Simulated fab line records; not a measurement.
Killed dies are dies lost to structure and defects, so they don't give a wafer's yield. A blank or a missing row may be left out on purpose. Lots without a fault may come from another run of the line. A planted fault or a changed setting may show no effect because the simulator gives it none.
A single fault, viewed from 2 desks | flow nand-harc | only its own numbers are on each desk; what lay behind them is given at the end

AT THE METROLOGY DESK
Means of the sampled wafers that have a number, per lot and without regard to the tool the lot ran on: this is what the gauges read. If a lot's mean is further than 4 standard deviations from the usual mean, the lot is out of limits and carries the mark OUT (the distance appears in the brackets).
Columns: A = cd-nm at NHARC_P_ZERO_WELL_CD_MEAS_52, usual 2000.7 nm; B = cd-nm at NHARC_P_GATE_CD_MEAS_33, usual 120 nm
lot  | first seen here | A      | B
L332 | day 2 01:44     | 1998.2 | 118
L333 | day 2 11:52     | 2002.6 | 119
L334 | day 2 21:42     | 1999.3 | 115
L338 | day 4 13:53     | 1997.9 | 122
L342 | day 6 05:45     | 2005.0 | 121
L343 | day 6 15:40     | 2000.2 | 118
L344 | day 7 01:29     | 2000.3 | 118
L345 | day 7 11:31     | 2000.0 | 117
L346 | day 7 22:19     | 2004.4 | 120
L349 | day 9 03:30     | 1999.7 | 122
L350 | day 9 13:33     | 2003.1 | 124
L351 | day 9 23:52     | 1999.4 | 121
L352 | day 10 09:41    | 1997.6 | 117
L355 | day 11 15:31    | 1999.2 | 121
This desk's verdict: no lot among the 14 shows anything out of limits.

AT THE TOOL OWNER'S DESK: krf-scanner-04
The tool's own readings at NHARC_P_ZERO_WELL_EXPOSE_34 (exposes mask P PWELL, target cd 720 nm): means of the sampled wafers that have a number, for each lot that ran on this tool. If a lot's mean is further than 4 standard deviations from the usual mean, the lot is out of limits and carries the mark OUT (the distance appears in the brackets).
Columns: A = exposure-dose-mJ-cm2 at NHARC_P_ZERO_WELL_EXPOSE_34, usual 22.308
lot  | first seen here | A
L332 | day 1 23:56     | 22.329
L333 | day 2 10:04     | 22.347
L342 | day 6 03:57     | 22.300
L343 | day 6 13:52     | 22.759 (+19) OUT
L344 | day 6 23:41     | 22.773 (+19) OUT
L345 | day 7 09:51     | 22.766 (+19) OUT
This desk's finding: out of limits on L343, L344, L345; first on L343, day 6 13:52 (exposure-dose-mJ-cm2 at NHARC_P_ZERO_WELL_EXPOSE_34). L332, L333, L342: within limits.

PUT TOGETHER
An alarm could have come from the tool owner's desk at day 6 13:52, on L343, L344, L345.
From the metrology desk's view, nothing was out of limits.
The metrology desk holds a record of L343, L344, L345, inside its limits.
All the named lots went through NHARC_P_ZERO_WELL_EXPOSE_34 on krf-scanner-04.

WHAT THE SIMULATOR HAD PUT IN
Process parameter drift: krf-scanner-04, from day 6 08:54 on, at NHARC_P_ZERO_WELL_EXPOSE_34. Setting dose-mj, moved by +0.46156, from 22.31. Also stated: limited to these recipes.
Shown lots that were struck: L343, L344, L345.
Delay in hours, fault start to first out-of-limits reading, by desk: the tool owner's desk at 5.
